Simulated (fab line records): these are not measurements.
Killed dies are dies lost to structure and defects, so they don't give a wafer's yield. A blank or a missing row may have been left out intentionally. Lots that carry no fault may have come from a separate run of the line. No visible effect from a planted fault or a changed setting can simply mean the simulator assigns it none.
One fault through the eyes of 2 desks | flow n5_finfet | numbers are kept per desk, each desk with only its own; the story behind them comes last

THE METROLOGY DESK
Means of the sampled wafers that have a number, per lot and without regard to the tool the lot ran on: this is what the gauges read. Marked OUT: a lot whose mean sits more than 4 standard deviations from the usual mean, which makes it out of limits; the brackets give that distance.
Columns: A = M5_OVL at N5_BEOL_M5_OVL_MEAS_12, usual -0.3 nm
lot  | first seen here | A
L152 | day 10 09:05    | -0.1
L150 | day 10 09:16    | -0.4
L161 | day 12 13:43    | -0.1
L162 | day 12 17:21    | -0.9
L163 | day 12 22:14    | -0.5
L164 | day 13 04:44    | 0.2
L167 | day 14 01:26    | -0.9
L168 | day 14 05:25    | -0.9
L169 | day 14 08:47    | -0.5
L170 | day 14 20:05    | -1.5
L171 | day 15 09:03    | 0.3
This desk found nothing out of limits on any of the 11 lots.

DESK OF THE TOOL OWNER: rie_diel-06
The tool's own readings at N5_BEOL_M5_STRIP_64 (strips in CF4): means of the sampled wafers that have a number, for each lot that ran on this tool. Marked OUT: a lot whose mean sits more than 4 standard deviations from the usual mean, which makes it out of limits; the brackets give that distance. 7 of its 8 readings are shown, namely those furthest out on some lot.
Columns: A = bias_power_w at N5_BEOL_M5_STRIP_64, usual 74.98 W; B = cf4_flow_sccm at N5_BEOL_M5_STRIP_64, usual 150.0 sccm; C = chamber_pressure_mTorr at N5_BEOL_M5_STRIP_64, usual 50.00 mTorr; D = drypump_motor_current_A at N5_BEOL_M5_STRIP_64, usual 5.7 A; E = oes_product_au at N5_BEOL_M5_STRIP_64, usual 0.79 a.u.; F = rf_vpp_V at N5_BEOL_M5_STRIP_64, usual 271.0 V; G = showerhead_plenum_p_Torr at N5_BEOL_M5_STRIP_64, usual 1.79 Torr
lot  | first seen here | A     | B     | C     | D   | E    | F     | G
L168 | day 14 05:42    | 75.04 | 149.8 | 49.99 | 5.9 | 0.80 | 272.5 | 1.80
L171 | day 15 09:21    | 74.99 | 149.7 | 49.97 | 6.5 | 0.83 | 271.8 | 1.82
This desk found nothing out of limits on any of the 2 lots.

ALL TOGETHER
The metrology desk saw nothing out of limits.
The tool owner's desk saw nothing out of limits.

WHAT THE SIMULATOR HAD PUT IN
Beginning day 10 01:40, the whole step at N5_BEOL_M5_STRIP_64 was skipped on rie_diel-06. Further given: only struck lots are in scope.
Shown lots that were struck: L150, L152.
